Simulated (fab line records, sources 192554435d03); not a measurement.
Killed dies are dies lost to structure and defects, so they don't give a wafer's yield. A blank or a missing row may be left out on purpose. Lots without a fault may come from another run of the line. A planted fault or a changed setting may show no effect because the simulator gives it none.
A struck lot beside a sound one | flow n5_finfet | 15 steps out of a route of 1938
Sound: wafers L570.1, L570.4, L570.5. Struck: wafer L572.6. (L572.2, L572.3 of the same lot were not struck and are left out.) The cause comes at the end.
At each step with rows: each side's tool, then ch and its chambers, then its first start. Under that, the readings that differ: sound wafers | struck wafers | difference of the means | sigmas: that difference in standard deviations of wafers without a fault.
alike: readings whose means differ by less than 2 such deviations, and words and numbers that are the same on both sides. not compared: withheld readings, readings that some wafer has no value for, bounds like >300 that may hide the same value, and numbers for which the record gives no deviation and whose values overlap.
The two part at a step that has a row with sigmas, a row that says differs or no value, or rows on one side only. Numbers that don't overlap but have no deviation are shown without sigmas and don't part them. A reading that every wafer of one side lacks parts them only if that side has two wafers or more.

N5_BEOL_M11_VIA_ETCH_34: etches SiCOH lowk in C4F6/O2, target depth 184.5 nm, time 69.2 s.
  sound on rie_diel-02 ch 0,2,3, day 12 00:54; struck on rie_diel-02 ch 2, day 12 10:55
  reading      | sound       | struck | difference | sigmas
  rf_vpp_V (V) | 670 683 645 | 644    | -22        | -2
  alike: O2_flow_sccm, drypump_motor_current_A, oes_o_777_au, oes_product_au, showerhead_plenum_p_Torr, throttle_valve_pct
  not compared: rf_hours_counter_h
then, 1 step without rows for these wafers: N5_BEOL_M11_STRIP_73 (strips in C4F6/O2).
N5_BEOL_M11_STRIP_36: strips in N2/H2.
  sound on rie_diel-02 ch 0,2,3, day 12 00:58; struck on rie_diel-02 ch 2, day 12 10:58
  alike: drypump_motor_current_A, oes_product_au, rf_vpp_V, showerhead_plenum_p_Torr, throttle_valve_pct
  not compared: rf_hours_counter_h
then, 1 step without rows for these wafers: N5_BEOL_M11_TRENCH_ETCH_37 (etches SiCOH lowk in C4F6/O2, target depth 148.83 nm, time 48 s).
N5_BEOL_M11_ETCH_41: etches SiCN in CH3F/O2, target depth 42.6 nm, time 86 s.
  sound on rie_diel-02 ch 0,2,3; struck on rie_diel-02 ch 2
  alike: O2_flow_sccm, drypump_motor_current_A, oes_product_au, rf_vpp_V, showerhead_plenum_p_Torr, throttle_valve_pct
  not compared: rf_hours_counter_h
N5_BEOL_M11_STRIP_77: strips in N2/H2, time 10 s.
  sound on rie_diel-02 ch 0,2,3; struck on rie_diel-02 ch 2
  alike: drypump_motor_current_A, oes_product_au, rf_vpp_V, showerhead_plenum_p_Torr, throttle_valve_pct
  not compared: rf_hours_counter_h
N5_BEOL_M11_OCD_MEAS_38:
  sound on ocd-01, day 12 01:11; struck on ocd-02, day 12 11:12
  alike: trench_depth_nm
then, 4 steps without rows for these wafers: N5_BEOL_M11_HM_STRIP_39 (strips TiN in peroxide tin strip, target depth 25 nm, time 158 s); N5_BEOL_M11_SRD_40 (time 30 s); N5_BEOL_M11_PRECLEAN_42 (cleans in residue remover, time 60 s); N5_BEOL_M11_SRD_43 (time 30 s).
N5_BEOL_M11_CD_MEAS_35: target cd 70 nm.
  sound on cd_sem-03, day 12 01:20; struck on cd_sem-03, day 12 11:22
  alike: cd_nm
N5_BEOL_M11_CURE_72: cures SiCOH lowk, time 120 s.
  sound on uv_cure-03 ch 2, day 12 01:23; struck on uv_cure-01 ch 0, day 12 11:42
  reading          | sound             | struck | difference | sigmas
  run_length_s (s) | 178.6 178.9 178.6 | 208.0  | +29.3      | +32
  alike: lamp_power_pct, wafer_temp_C_max
N5_BEOL_M11_DEGAS_44: time 60 s.
  sound on pvd_sputter-02, day 12 02:01; struck on pvd_sputter-02, day 12 12:01
  alike: heater_power_w, susceptor_temp_C
N5_PASSIVATION_PROBE_49:
  the record has rows for the sound wafers here (prober-01, day 14 08:33) and none for the struck ones

WHERE THEY PART
First at N5_BEOL_M11_VIA_ETCH_34; last, within this record, at N5_PASSIVATION_PROBE_49.

WHY: what the simulator had put in
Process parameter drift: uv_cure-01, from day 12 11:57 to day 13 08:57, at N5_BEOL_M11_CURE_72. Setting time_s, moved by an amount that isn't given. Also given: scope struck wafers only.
